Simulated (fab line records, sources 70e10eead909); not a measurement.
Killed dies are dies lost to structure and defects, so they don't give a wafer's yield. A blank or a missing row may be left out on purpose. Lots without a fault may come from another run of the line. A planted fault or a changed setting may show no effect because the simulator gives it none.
Which tool did it? | flow nand_harc | 14 lots, 42 wafers sampled, at 3 steps of a route of 1302

WHAT THE GAUGES READ, wafer by wafer
NHARC_A_BONDPAD_INSPECT_23. Usual: raw_defect_count 528, standard deviation 100.
lot  | measured     | on                | raw_defect_count | flag
L377 | day 23 09:38 | defect_inspect-01 | 412 430 414      |
L379 | day 23 16:17 | defect_inspect-02 | 557 443 539      |
L382 | day 25 18:29 | defect_inspect-02 | 425 398 481      |
L387 | day 27 02:22 | defect_inspect-02 | 431 551 368      |
L390 | day 28 15:28 | defect_inspect-02 | 391 467 324      |
L392 | day 29 02:39 | defect_inspect-01 | 412 484 460      |
L391 | day 29 06:03 | defect_inspect-01 | 533 635 558      |
L394 | day 30 16:06 | defect_inspect-02 | 513 479 572      |
L395 | day 30 19:58 | defect_inspect-01 | 552 483 590      |
L396 | day 31 08:02 | defect_inspect-02 | 507 637 395      |
L397 | day 31 11:54 | defect_inspect-02 | 416 523 562      |
L398 | day 31 23:52 | defect_inspect-02 | 447 590 615      |
L399 | day 32 18:13 | defect_inspect-02 | 630 556 619      |
L400 | day 33 03:38 | defect_inspect-02 | 660 575 523      |

WHICH TOOL RAN EACH LOT (tool, then ch and the chambers of the sampled wafers, then the start)
lot  | NHARC_A_BONDPAD_PVD_17                  | NHARC_A_BONDPAD_ANNEAL_28
L377 | pvd_sputter-01, day 23 08:44 or earlier | rtp_anneal-02 ch 0, day 23 08:44
L379 | pvd_sputter-02, day 23 15:31 or earlier | rtp_anneal-02 ch 0, day 23 15:31
L382 | pvd_sputter-01, day 25 17:45 or earlier | rtp_anneal-02 ch 0, day 25 17:45
L387 | pvd_sputter-01, day 27 01:33 or earlier | rtp_anneal-01 ch 0, day 27 01:33
L390 | pvd_sputter-03, day 28 14:38 or earlier | rtp_anneal-02 ch 0, day 28 14:38
L392 | pvd_sputter-02, day 29 01:46 or earlier | rtp_anneal-02 ch 0, day 29 01:46
L391 | pvd_sputter-01, day 29 05:13 or earlier | rtp_anneal-02 ch 0, day 29 05:13
L394 | pvd_sputter-02, day 30 15:14 or earlier | rtp_anneal-01 ch 0, day 30 15:14
L395 | pvd_sputter-02, day 30 19:04 or earlier | rtp_anneal-01 ch 0, day 30 19:04
L396 | pvd_sputter-02, day 31 07:10 or earlier | rtp_anneal-02 ch 0, day 31 07:10
L397 | pvd_sputter-02, day 31 11:08 or earlier | rtp_anneal-02 ch 0, day 31 11:08
L398 | pvd_sputter-01, day 31 23:00 or earlier | rtp_anneal-02 ch 0, day 31 23:00
L399 | pvd_sputter-03, day 32 03:32 or earlier | rtp_anneal-01 ch 0, day 32 03:32
L400 | pvd_sputter-01, day 33 02:44 or earlier | rtp_anneal-01 ch 0, day 33 02:44
- NHARC_A_BONDPAD_PVD_17: deposits TaN, target thk 5 nm, time 8.06 s.
- NHARC_A_BONDPAD_ANNEAL_28: time 90 s.

WHAT THE TOOLS THEMSELVES READ (means of the sampled wafers that have a number; where no wafer has one, the mark that the record gives instead)
NHARC_A_BONDPAD_PVD_17. Usual: chamber_pressure_pa 0.12001 Pa, standard deviation 0.00023; throttle_valve_pct 30.0 %, standard deviation 1.4.
lot  | tool           | chamber_pressure_pa (Pa) | throttle_valve_pct (%) | flag
L377 | pvd_sputter-01 | 0.11997                  | 31.0                   |
L379 | pvd_sputter-02 | 0.12012                  | 30.0                   |
L382 | pvd_sputter-01 | 0.12005                  | 29.8                   |
L387 | pvd_sputter-01 | 0.12015                  | 29.9                   |
L390 | pvd_sputter-03 | 0.11993                  | 30.3                   |
L392 | pvd_sputter-02 | 0.11991                  | 30.5                   |
L391 | pvd_sputter-01 | 0.12014                  | 30.7                   |
L394 | pvd_sputter-02 | 0.12032                  | 29.7                   |
L395 | pvd_sputter-02 | 0.12001                  | 29.1                   |
L396 | pvd_sputter-02 | 0.12004                  | 28.8                   |
L397 | pvd_sputter-02 | 0.12001                  | 30.5                   |
L398 | pvd_sputter-01 | 0.12001                  | 29.8                   |
L399 | pvd_sputter-03 | 0.11991                  | 29.3                   |
L400 | pvd_sputter-01 | 0.12004                  | 30.8                   |

NHARC_A_BONDPAD_ANNEAL_28. Usual: anneal_temp_c_max 226.24, standard deviation 0.26; wafer_temp_C_max 225.92, standard deviation 0.29.
lot  | tool          | anneal_temp_c_max | wafer_temp_C_max | flag
L377 | rtp_anneal-02 | 226.05            | 225.69           |
L379 | rtp_anneal-02 | 226.31            | 225.65           |
L382 | rtp_anneal-02 | 226.17            | 225.62           |
L387 | rtp_anneal-01 | 225.80            | 226.37           |
L390 | rtp_anneal-02 | 226.07            | 225.57           |
L392 | rtp_anneal-02 | 226.62            | 225.96           |
L391 | rtp_anneal-02 | 226.69            | 226.02           |
L394 | rtp_anneal-01 | 226.24            | 226.24           |
L395 | rtp_anneal-01 | 226.40            | 226.13           |
L396 | rtp_anneal-02 | 226.18            | 225.57           |
L397 | rtp_anneal-02 | 226.16            | 225.72           |
L398 | rtp_anneal-02 | 226.49            | 225.95           |
L399 | rtp_anneal-01 | 226.31            | 226.09           |
L400 | rtp_anneal-01 | 226.10            | 226.22           |

THE ANSWER, worked out from the rows above alone
Rule: a lot is off if the mean of its wafers that have a number lies more than 3 standard deviations from the usual mean. A lot without any number at a reading at which 4 lots or more have one is off too. The other lots that the step has rows for count as sound. The gauges are gone through in route order, then the tools' own readings, and for those a lot's mean is taken as printed above. The first step at which some lot is off is used, and at that step the reading that is off furthest; a lot without a number counts as furthest.
No lot is off at any reading shown: from this, nothing can be told.

WHAT THE SIMULATOR HAD PUT IN
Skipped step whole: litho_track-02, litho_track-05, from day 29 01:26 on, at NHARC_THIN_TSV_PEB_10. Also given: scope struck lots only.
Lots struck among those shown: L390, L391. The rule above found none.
